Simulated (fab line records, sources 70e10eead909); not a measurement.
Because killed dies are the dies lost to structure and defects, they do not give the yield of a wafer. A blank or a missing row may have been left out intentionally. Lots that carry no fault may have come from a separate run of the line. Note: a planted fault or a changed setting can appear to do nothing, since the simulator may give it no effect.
Matching of chambers | flow nand_harc | 4 sister chambers for NHARC_A_DECK1_JOINT_CMP_02 on cmp-03
The step polishes SiOx. 8 wafers are shown with their chamber, then 12 later ones without.

== WAFERS, EACH WITH ITS CHAMBER ==
wafer  | chamber | motor_current_A (A)
L084.5 | 1       | 9.9
L085.5 | 2       | 10.8
L085.2 | 0       | 10.4
L085.3 | 1       | 10.5
L085.6 | 3       | 12.1
L086.3 | 0       | 10.6
L086.4 | 3       | 12.2
L086.5 | 2       | 10.8

== WAFERS WITH NO CHAMBER GIVEN ==
wafer  | motor_current_A (A)
L091.3 | 10.4
L091.4 | 10.2
L091.6 | 10.7
L093.3 | 9.9
L093.5 | 10.4
L093.6 | 10.1
L093.1 | 11.3
L093.2 | 10.5
L093.4 | 10.6
L096.1 | 11.3
L096.2 | 10.7
L096.3 | 10.0

== WHICH CHAMBER EACH ONE RAN IN ==
wafer  | from the rows above          | in truth
L091.3 | can't be placed: 0 or 1 or 2 | 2
L091.4 | can't be placed: 1 or 0      | 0
L091.6 | can't be placed: 2 or 0 or 1 | 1
L093.3 | can't be placed: 1 or 0      | 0
L093.5 | can't be placed: 0 or 1 or 2 | 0
L093.6 | can't be placed: 1 or 0      | 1
L093.1 | can't be placed: 2 or 0 or 3 | 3
L093.2 | can't be placed: 0 or 1 or 2 | 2
L093.4 | can't be placed: 0 or 2 or 1 | 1
L096.1 | can't be placed: 2 or 0 or 3 | 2
L096.2 | can't be placed: 2 or 0 or 1 | 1
L096.3 | can't be placed: 1 or 0      | 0
0 of 12 placed correctly. Not placeable from these rows: 12 (in 12, the candidates include the true chamber). Wrongly placed: 0.
How it was worked out, from the rows above alone: a wafer's distance from a chamber is the root of the sum, over the readings, of the square of ((its reading less the chamber's mean) divided by the reading's scatter). The wafer belongs to the nearest chamber; if the next one is less than 2 further off, it can't be placed. The mean given for a chamber averages the wafers shown for that chamber. The scatter: the root of (the sum of the squares of (reading less its chamber's mean) over the shown wafers, divided by (wafers less chambers)).
